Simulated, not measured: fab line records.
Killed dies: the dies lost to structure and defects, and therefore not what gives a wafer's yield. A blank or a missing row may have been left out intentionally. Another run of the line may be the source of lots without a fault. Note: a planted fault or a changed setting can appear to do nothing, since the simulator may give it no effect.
Matching of chambers | flow n5Finfet | rieDiel-05 running N5_BEOL_M8_ETCH_72: 4 sister chambers
The step etches underlayer in N2/H2, target depth 6.5 nm, time 5.2 s. 16 wafers are shown with their chamber, then 8 later ones without.

== EACH WAFER AND ITS CHAMBER ==
wafer  | chamber | showerheadPlenumPTorr (Torr) | drypumpMotorCurrentA (A) | oesProductAu (a.u.)
L076.1 | 1       | 2.51                         | 5.4                      | 0.82
L076.2 | 2       | 2.62                         | 5.8                      | 0.60
L076.4 | 3       | 2.50                         | 5.7                      | 0.59
L074.2 | 2       | 2.62                         | 5.8                      | 0.60
L074.3 | 0       | 2.70                         | 5.6                      | 0.73
L074.4 | 3       | 2.50                         | 5.7                      | 0.60
L079.1 | 3       | 2.49                         | 5.7                      | 0.59
L079.2 | 1       | 2.50                         | 5.4                      | 0.79
L079.6 | 3       | 2.49                         | 5.7                      | 0.58
L080.1 | 3       | 2.49                         | 5.7                      | 0.59
L080.2 | 1       | 2.50                         | 5.4                      | 0.78
L080.4 | 0       | 2.70                         | 5.5                      | 0.70
L084.3 | 2       | 2.61                         | 5.8                      | 0.58
L084.5 | 1       | 2.50                         | 5.4                      | 0.79
L084.6 | 2       | 2.61                         | 5.8                      | 0.58
L086.1 | 0       | 2.69                         | 5.6                      | 0.70

SIGNATURES, as means of the wafers listed above
reading               | chamber 0 | chamber 1 | chamber 2 | chamber 3 | scatter within a chamber
showerheadPlenumPTorr | 2.6967    | 2.5025    | 2.6150    | 2.4940    | 0.00549
drypumpMotorCurrentA  | 5.567     | 5.400     | 5.800     | 5.700     | 0.0236
oesProductAu          | 0.7100    | 0.7950    | 0.5900    | 0.5900    | 0.0132
Rule: distance of a wafer from a chamber = root of the sum over the readings of ((wafer's reading minus chamber's mean) / reading's scatter) squared. If the next closest chamber is less than 2 further off than the closest, the wafer can't be placed; otherwise it belongs to the closest. The scatter is the square root of a quotient: the sum, over the shown wafers, of each reading's squared deviation from its chamber's mean, divided by wafers minus chambers.

== WAFERS MISSING THEIR CHAMBER ==
wafer  | showerheadPlenumPTorr (Torr) | drypumpMotorCurrentA (A) | oesProductAu (a.u.)
L086.2 | 2.61                         | 5.8                      | 0.58
L086.3 | 2.48                         | 5.7                      | 0.58
L091.2 | 2.60                         | 5.8                      | 0.58
L091.3 | 2.69                         | 5.6                      | 0.69
L091.6 | 2.49                         | 5.4                      | 0.76
L095.2 | 2.60                         | 5.8                      | 0.56
L095.3 | 2.49                         | 5.4                      | 0.74
L095.4 | 2.68                         | 5.6                      | 0.68

== WHICH CHAMBER EACH ONE RAN IN ==
wafer  | from the rows above | in truth
L086.2 | 2                   | 2
L086.3 | 3                   | 3
L091.2 | 2                   | 2
L091.3 | 0                   | 0
L091.6 | 1                   | 1
L095.2 | 2                   | 2
L095.3 | 1                   | 1
L095.4 | 0                   | 0
8 of 8 placed correctly. Can't be placed from these rows: 0. 0 placed wrongly.
